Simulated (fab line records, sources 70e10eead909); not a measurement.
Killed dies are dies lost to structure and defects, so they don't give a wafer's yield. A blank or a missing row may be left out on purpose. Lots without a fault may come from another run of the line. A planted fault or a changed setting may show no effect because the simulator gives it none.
Chamber matching | flow nand_harc | NHARC_A_M1_CMP_23 on cmp-04: 4 sister chambers
The step polishes, t overpolish 20 s, target thk 154.34 nm. 7 wafers are shown with their chamber, then 8 later ones without.

WAFERS WITH THEIR CHAMBER
wafer  | chamber | motor_current_A (A) | time_to_endpoint_s (s)
L296.4 | 0       | 12.1                | 26.0
L296.5 | 1       | 14.0                | 28.0
L301.1 | 1       | 14.0                | 29.3
L313.3 | 2       | 13.9                | 26.8
L313.4 | 3       | 10.9                | 26.1
L313.5 | 2       | 13.7                | 25.4
L316.1 | 3       | 10.7                | 29.0

WAFERS WITHOUT THEIR CHAMBER
wafer  | motor_current_A (A) | time_to_endpoint_s (s)
L316.3 | 14.4                | 29.6
L316.6 | 13.3                | 30.3
L315.2 | 10.7                | 28.8
L315.5 | 12.2                | 28.3
L315.6 | 11.3                | 27.3
L317.3 | 12.0                | 28.4
L317.4 | 14.2                | 27.5
L317.6 | 13.6                | 29.1

WHICH CHAMBER EACH WENT THROUGH
wafer  | from the rows above     | in truth
L316.3 | 1                       | 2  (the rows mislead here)
L316.6 | can't be placed: 2 or 1 | 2
L315.2 | 3                       | 3
L315.5 | 0                       | 0
L315.6 | 3                       | 3
L317.3 | 0                       | 0
L317.4 | can't be placed: 1 or 2 | 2
L317.6 | can't be placed: 2 or 1 | 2
Placed correctly: 4 of 8. Can't be placed from these rows: 3 (the true chamber is among the candidates in 3). Placed wrongly: 1.
How it was worked out, from the rows above alone: a wafer's distance from a chamber is the root of the sum, over the readings, of the square of ((its reading less the chamber's mean) divided by the reading's scatter). The wafer belongs to the nearest chamber; if the next one is less than 2 further off, it can't be placed. A chamber's mean is the mean of its shown wafers. The scatter: the root of (the sum of the squares of (reading less its chamber's mean) over the shown wafers, divided by (wafers less chambers)).
